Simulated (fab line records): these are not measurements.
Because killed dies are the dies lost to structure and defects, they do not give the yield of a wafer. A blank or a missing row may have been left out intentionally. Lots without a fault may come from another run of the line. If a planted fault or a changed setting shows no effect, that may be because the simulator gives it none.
Split-lot experiment | flow n5-finfet | 21 wafers read across 7 lots, on a route 1938 steps long

## ON THE SPLIT
At N5_BEOL_M12_COAT_04 (resist thk 400 nm), the setting spin-rpm was moved away from the recipe's 1625 rpm on 10 of the 21 wafers read, by -10.6% to +5.8%. The other wafers ran this setting at the recipe's value.

## FROM THE SPLIT TO THE READING: what the file shows between them, 3 steps
- N5_BEOL_M12_EBR_06
- N5_BEOL_M12_SOFTBAKE_05: time 60 s
- N5_BEOL_M12_DESCUM_15: chemistry O2, time 7.9 s

## THE READING
coat_of_BEOL_M12_COAT_04.thk-nm (the simulator's own value, which no gauge read), in nm, at N5_BEOL_M12_ETCH_59 (etches BARC in N2/H2, target depth 89 nm, overetch 26.7 nm, time 67.9 s). There is no usual value for it anywhere in the file. Here, 11 wafers ran the recipe; their average is 318.0 nm with a standard deviation of 1.3 nm.

wafer  | tool, chamber at the split | spin-rpm as run, rpm | against the recipe | coat_of_BEOL_M12_COAT_04.thk-nm, nm | against lot-mates on the recipe
L074.2 | litho-track-01, 0          | 1625                 | recipe             | 319                                 | -
L074.3 | litho-track-01, 0          | 1625                 | recipe             | 318                                 | -
L074.5 | litho-track-01, 0          | 1625                 | recipe             | 318                                 | -
L077.2 | litho-track-02, 0          | 1567                 | -3.6%              | 324.8                               | +7.4
L077.3 | litho-track-02, 0          | 1625                 | recipe             | 317.4                               | -
L077.5 | litho-track-02, 0          | 1567                 | -3.6%              | 325.8                               | +8.4
L087.1 | litho-track-02, 0          | 1453                 | -10.6%             | 341                                 | +21.6
L087.2 | litho-track-02, 0          | 1453                 | -10.6%             | 342                                 | +22.6
L087.4 | litho-track-02, 0          | 1625                 | recipe             | 319.4                               | -
L088.1 | litho-track-02, 0          | 1678                 | +3.3%              | 313.8                               | -5.4
L088.3 | litho-track-02, 0          | 1625                 | recipe             | 319.2                               | -
L088.5 | litho-track-02, 0          | 1625                 | recipe             | 319.2                               | -
L093.4 | litho-track-02, 0          | 1625                 | recipe             | 317.4                               | -
L093.5 | litho-track-02, 0          | 1625                 | recipe             | 318.6                               | -
L093.6 | litho-track-02, 0          | 1625                 | recipe             | 317                                 | -
L095.2 | litho-track-02, 0          | 1720                 | +5.8%              | 305                                 | no lot-mate on the recipe
L095.3 | litho-track-02, 0          | 1720                 | +5.8%              | 306.6                               | no lot-mate on the recipe
L095.4 | litho-track-02, 0          | 1720                 | +5.8%              | 310.8                               | no lot-mate on the recipe
L096.1 | litho-track-01, 0          | 1698                 | +4.5%              | 310.6                               | -4.2
L096.2 | litho-track-01, 0          | 1625                 | recipe             | 314.8                               | -
L096.4 | litho-track-01, 0          | 1698                 | +4.5%              | 309                                 | -5.8

THE FIT
A straight line over all 21 wafers: coat_of_BEOL_M12_COAT_04.thk-nm changes by -2.04 nm for each +1% of spin-rpm; r = -0.98; the points scatter about the line by 1.7 nm.
The same after taking each lot's own level away (the mean of its wafers on the recipe; 18 wafers): -1.91 nm for each +1%; r = -0.99; scatter 1.4 nm.
The reading moves by 20 nm for the largest change in spin-rpm, on that fit.
The span of the lots' own levels, 314.80 to 319.40 nm, comes to 3.6 times the standard deviation stated above.
The two slopes agree, so the slope changes little with the lot-to-lot level.
Check: with one of the wafers moved furthest among these (-10.6%) left out of the fit, the line predicts +20.6 nm for it against its lot-mates. Against them it came out at +21.6 nm.

## THESE WAFERS: OTHER SPLITS
Before the reading, these wafers also passed through other splits. Each is held against what the fit with the lots' levels taken away leaves over:
other split on the same wafers | wafers away from the commonest value | r with coat_of_BEOL_M12_COAT_04.thk-nm (lot level and that fit taken away)
N5_BEOL_M11_COAT_59 spin-rpm   | 5                                    | -0.30
N5_BEOL_M12_ILD_DEP_00 time-s  | 5                                    | -0.03

## THE WHOLE CHAIN: every reading that the file lists as answering this split, in the file's order
step                    | what it does                                                            | reading                                                                          | change (the file's fit)                                                                 | r (the file's)
N5_BEOL_M12_COAT_04     | resist thk 400 nm                                                       | coat_of_BEOL_M12_COAT_04.thk-nm (the simulator's own value, which no gauge read) | -2.1 nm for each +1% of the setting                                                     | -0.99
N5_BEOL_M12_ETCH_59     | etches BARC in N2/H2, target depth 89 nm, overetch 26.7 nm, time 67.9 s | coat_of_BEOL_M12_COAT_04.thk-nm (the simulator's own value, which no gauge read) | -1.94 nm for each +1% of the setting                                                    | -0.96
N5_BEOL_M12_VIA_ETCH_16 | etches SiOC in C4F8/O2/Ar, target depth 724.8 nm                        | coat_of_BEOL_M12_COAT_04.thk-nm (the simulator's own value, which no gauge read) | -2.08 nm for each +1% of the setting, in a fit together with time-s@BEOL_M12_ILD_DEP_00 | 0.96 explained
N5_BEOL_M12_STRIP_63    | strips in N2/H2                                                         | strip-time-to-endpoint-s                                                         | withheld for each +1% of the setting, in a fit together with time-s@BEOL_M12_ILD_DEP_00 | 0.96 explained

## THE FILE'S OWN FIT
coat_of_BEOL_M12_COAT_04.thk-nm changes by -1.94 nm for each +1% of spin-rpm, r = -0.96.
